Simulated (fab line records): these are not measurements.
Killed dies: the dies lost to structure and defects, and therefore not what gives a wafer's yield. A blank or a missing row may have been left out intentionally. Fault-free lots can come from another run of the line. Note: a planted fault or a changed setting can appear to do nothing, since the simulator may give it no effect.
Chamber matching -- flow n5_finfet -- 4 sister chambers for N5_BEOL_M4_ETCH_64 on rie_diel-06
The step etches SOC in N2/H2, target depth 75 nm, overetch 22.5 nm, time 121.9 s. 4 wafers are shown with their chamber, then 12 later ones without.

WAFERS, EACH WITH ITS CHAMBER
wafer,chamber,drypump_motor_current_A (A)
L087.2,3,5.0
L090.2,0,5.8
L090.5,1,5.3
L090.6,2,6.1

WAFERS WHOSE CHAMBER IS MISSING
wafer,drypump_motor_current_A (A)
L093.3,5.3
L093.4,6.1
L093.6,6.1
L095.1,5.3
L095.2,5.8
L095.4,4.9
L096.2,5.0
L096.4,5.3
L096.5,6.1
L097.1,5.3
L097.2,5.8
L097.5,5.3

CHAMBER TAKEN BY EACH
wafer,from the rows above,in truth
L093.3,1,1
L093.4,2,2
L093.6,2,2
L095.1,1,1
L095.2,0,0
L095.4,3,3
L096.2,3,3
L096.4,1,1
L096.5,2,2
L097.1,1,1
L097.2,0,0
L097.5,1,1
Correctly placed: 12 of 12. Not placeable from these rows: 0. 0 placed wrongly.
How it was worked out, from the rows above alone: a wafer's distance from a chamber is the root of the sum, over the readings, of the square of ((its reading less the chamber's mean) divided by the reading's scatter). If the next closest chamber is less than 2 further off than the closest, the wafer can't be placed; otherwise it belongs to the closest. Each chamber's mean is taken over the wafers shown for it. The scatter: root of mean squared gap, hidden wafer to nearest shown wafer, with one shown wafer a chamber.
